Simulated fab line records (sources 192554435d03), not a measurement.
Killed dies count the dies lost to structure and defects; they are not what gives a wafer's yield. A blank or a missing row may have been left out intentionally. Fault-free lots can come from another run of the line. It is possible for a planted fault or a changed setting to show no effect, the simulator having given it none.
Struck lot and sound lot, side by side -- flow n5_finfet -- 16 steps out of a route of 1938
Sound: these wafers, L732.1, L732.3, L732.6. The struck wafers were L738.1, L738.4, L738.6. The cause comes at the end.
Order at every step that has rows: each side's tool, ch and its chambers, its first start. Under that, the readings that differ: sound wafers -- struck wafers -- difference of the means -- sigmas: that difference in standard deviations of wafers without a fault.
alike: readings with means less than 2 such deviations apart, plus words and numbers identical on both sides. not compared: withheld readings, readings lacking a value on some wafer, bounds such as >300 that could conceal the same value, and numbers that have no deviation in the record and whose values overlap.
A row with sigmas, a row that says differs or no value, or rows on one side alone: a step with any of these is where the two part. Numbers that have no deviation but don't overlap get no sigmas and don't part them. A reading that every wafer of one side lacks parts them only if that side has two wafers or more.

N5_BEOL_M0_SAQP_RECESS_104: chemistry HF/NH3, target SiO2, target depth 18 nm, afs cycles 3, sublimation time 60 s.
  sound on vapor_etch-01 ch 0,1, day 7 14:11; struck on vapor_etch-02 ch 1, day 9 03:20
  alike: drypump_motor_current_A
then, 1 step without rows for these wafers: N5_BEOL_M0_SAQP_COAT_105 (time 60 s, resist thk 100 nm).
N5_BEOL_M0_SAQP_ETCH_106: etches SOC in N2/H2, stops on SiNx, target depth 150 nm.
  sound on rie_diel-05 ch 1,2,3, day 7 14:38; struck on rie_diel-05 ch 1,2,3, day 9 03:47
  alike: bias_w, drypump_motor_current_A, oes_product_au, rf_vpp_V, showerhead_plenum_p_Torr, throttle_valve_pct
  not compared: rf_hours_counter_h
then, 1 step without rows for these wafers: N5_BEOL_M0_SAQP_ETCH_107 (etches SiNx in CH3F/O2, target depth 30 nm).
N5_BEOL_M0_SAQP_STRIP_108: strips in N2/H2.
  sound on rie_diel-05 ch 1,2,3, day 7 14:44; struck on rie_diel-05 ch 1,2,3, day 9 03:53
  alike: drypump_motor_current_A, oes_product_au, rf_vpp_V, showerhead_plenum_p_Torr, throttle_valve_pct
  not compared: rf_hours_counter_h
N5_BEOL_M0_SAQP_RECESS_109: chemistry HF/NH3, target SiO2, target depth 3 nm, afs cycles 1, sublimation time 60 s.
  sound on vapor_etch-02 ch 0,1, day 7 14:48; struck on vapor_etch-02 ch 0,1, day 9 03:57
  alike: drypump_motor_current_A
N5_BEOL_M0_SAQP_SPACER2_ALD_26: deposits SiO2, target thk 15 nm, pulse time 1 s, purge time 2 s.
  sound on ald_sin-03 ch 1,2,3, day 7 14:57; struck on ald_sin-01 ch 1,2, day 9 04:05
  alike: heater_power_w, precursor_pulse_height_rel
then, 2 steps without rows for these wafers: N5_BEOL_M0_SAQP_SPACER2_ETCHBACK_27 (etches SiO2 in CHF3/O2, target depth 22.5 nm, time 11.25 s); N5_BEOL_M0_SAQP_MANDREL2_REMOVE_110 (chemistry HBr/Cl2/O2, target a-Si, stops on SiCN, bt time 10 s).
N5_BEOL_M0_SAQP_CD_MEAS_29: the cd target is 14.4 nm.
  sound on cd_sem-02 ch 0, day 7 15:41; struck on cd_sem-01 ch 0, day 9 04:50
  alike: cd_nm
then, 2 steps without rows for these wafers: N5_BEOL_M0_SAQP_COAT_69 (time 60 s, resist thk 90 nm); N5_BEOL_M0_SAQP_COAT_72 (time 60 s, resist thk 15 nm).
N5_BEOL_M0_SAQP_COAT_87: time 60 s, resist thk 5 nm.
  sound on litho_track-02 ch 0, day 7 15:44; struck on litho_track-02 ch 0, day 9 04:53
reading,sound,struck,difference,sigmas
heater_power_total_W (W),391.8 390.7 390.3,386.0 385.1 387.2,-4.8,-4
plate_temp_C (C),204.94 204.97 204.82,202.74 202.79 202.76,-2.15,-14
then, 1 step without rows for these wafers: N5_BEOL_M0_SAQP_COAT_34 (resist thk 30 nm).
-- here the record skips 4 days between the struck wafers' starts before and after, leaving off in module BEOL_M0_SAQP and picking up in module BEOL_M4 (first step shown: number 1111 of the route) --
N5_BEOL_M4_RC_MEAS_101:
  sound on prober-01 ch 0, day 10 21:26; struck on prober-02 ch 0, day 12 18:31
  alike: DIBL_N, DIBL_P, IOFF_N, IOFF_P, ION_N, ION_P, SS_N, SS_P, VT_N, VT_P
N5_PASSIVATION_PROBE_49:
  the record has rows for the sound wafers here (prober-01, day 15 18:01) and none for the struck ones

== WHERE THEY PART ==
First at N5_BEOL_M0_SAQP_COAT_87; last, within this record, at N5_PASSIVATION_PROBE_49.

WHY: whatever the simulator had introduced
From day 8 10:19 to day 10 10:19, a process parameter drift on litho_track-02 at N5_BEOL_M0_SAQP_COAT_87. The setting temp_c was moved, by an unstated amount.
